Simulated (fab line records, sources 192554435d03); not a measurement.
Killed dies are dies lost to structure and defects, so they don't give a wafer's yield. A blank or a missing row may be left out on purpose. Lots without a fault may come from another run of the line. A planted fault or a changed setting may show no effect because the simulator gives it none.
Chamber matching | flow n5_finfet | N5_HKMG_FIN_WET_ETCH_18 on wet_bench-02: 8 sister chambers
The step etches TiN in SC1, time 55 s, target depth 5.2 nm, rinse time 30 s. 8 wafers are shown with their chamber, then 8 later ones without.

WAFERS WITH THEIR CHAMBER
wafer  | chamber | h2o2_flow_mL_min
L228.1 | 7       | 214.8
L228.4 | 4       | 214.7
L231.4 | 3       | 214.5
L231.5 | 0       | 214.6
L231.6 | 2       | 214.1
L237.3 | 5       | 213.6
L237.4 | 6       | 214.6
L238.3 | 1       | 213.4

WAFERS WITHOUT THEIR CHAMBER
wafer  | h2o2_flow_mL_min
L238.5 | 213.8
L238.6 | 214.2
L240.2 | 213.6
L240.3 | 215.4
L240.5 | 215.4
L241.1 | 214.0
L241.2 | 214.7
L241.4 | 215.2

WHICH CHAMBER EACH WENT THROUGH
wafer  | from the rows above                              | in truth
L238.5 | can't be placed: 5 or 2 or 1 or 3 or 0 or 6      | 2
L238.6 | can't be placed: 2 or 3 or 0 or 6 or 4 or 5 or 7 | 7
L240.2 | can't be placed: 5 or 1 or 2                     | 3
L240.3 | can't be placed: 7 or 4 or 0 or 6 or 3           | 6
L240.5 | can't be placed: 7 or 4 or 0 or 6 or 3           | 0
L241.1 | can't be placed: 2 or 5 or 3 or 0 or 1 or 6 or 4 | 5
L241.2 | can't be placed: 4 or 0 or 6 or 7 or 3 or 2      | 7
L241.4 | can't be placed: 7 or 4 or 0 or 6 or 3           | 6
Placed correctly: 0 of 8. Can't be placed from these rows: 8 (the true chamber is among the candidates in 7). Placed wrongly: 0.
How it was worked out, from the rows above alone: a wafer's distance from a chamber is the root of the sum, over the readings, of the square of ((its reading less the chamber's mean) divided by the reading's scatter). The wafer belongs to the nearest chamber; if the next one is less than 2 further off, it can't be placed. A chamber's mean is the mean of its shown wafers. The scatter: with one shown wafer a chamber, the root of the mean of the squares of how far each hidden wafer lies from its nearest shown one.
